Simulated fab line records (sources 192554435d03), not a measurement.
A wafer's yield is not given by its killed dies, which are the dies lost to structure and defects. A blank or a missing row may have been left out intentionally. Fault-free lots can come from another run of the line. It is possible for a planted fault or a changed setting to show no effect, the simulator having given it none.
Chamber matching ; flow n5-finfet ; rie-diel-02 running N5_BEOL_M11_ETCH_61: 4 sister chambers
The step etches SiARC in CF4, target depth 39 nm, time 65 s. 4 wafers are shown with their chamber, then 9 later ones without.

## WAFERS WITH THEIR CHAMBER
wafer;chamber;showerhead-plenum-p-Torr (Torr)
L089.1;3;2.21
L091.3;1;2.18
L091.4;0;2.27
L091.6;2;2.13

## WAFERS WITH NO CHAMBER GIVEN
wafer;showerhead-plenum-p-Torr (Torr)
L092.3;2.12
L092.4;2.26
L092.6;2.21
L096.1;2.17
L096.5;2.17
L096.6;2.12
L097.1;2.20
L097.2;2.26
L097.3;2.17

## THE CHAMBER EACH PASSED THROUGH
wafer;from the rows above;in truth
L092.3;2;2
L092.4;0;0
L092.6;3;3
L096.1;1;1
L096.5;1;1
L096.6;2;2
L097.1;can't be placed: 3 or 1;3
L097.2;0;0
L097.3;1;1
Placed correctly: 8 of 9. These rows do not allow placing 1 (true chamber among the candidates in 1). Wrongly placed: 0.
How it was worked out, from the rows above alone: a wafer's distance from a chamber is the root of the sum, over the readings, of the square of ((its reading less the chamber's mean) divided by the reading's scatter). The wafer belongs to the nearest chamber; if the next one is less than 2 further off, it can't be placed. For every chamber, the mean is computed from those of its wafers that are shown. The scatter: root of mean squared gap, hidden wafer to nearest shown wafer, with one shown wafer a chamber.
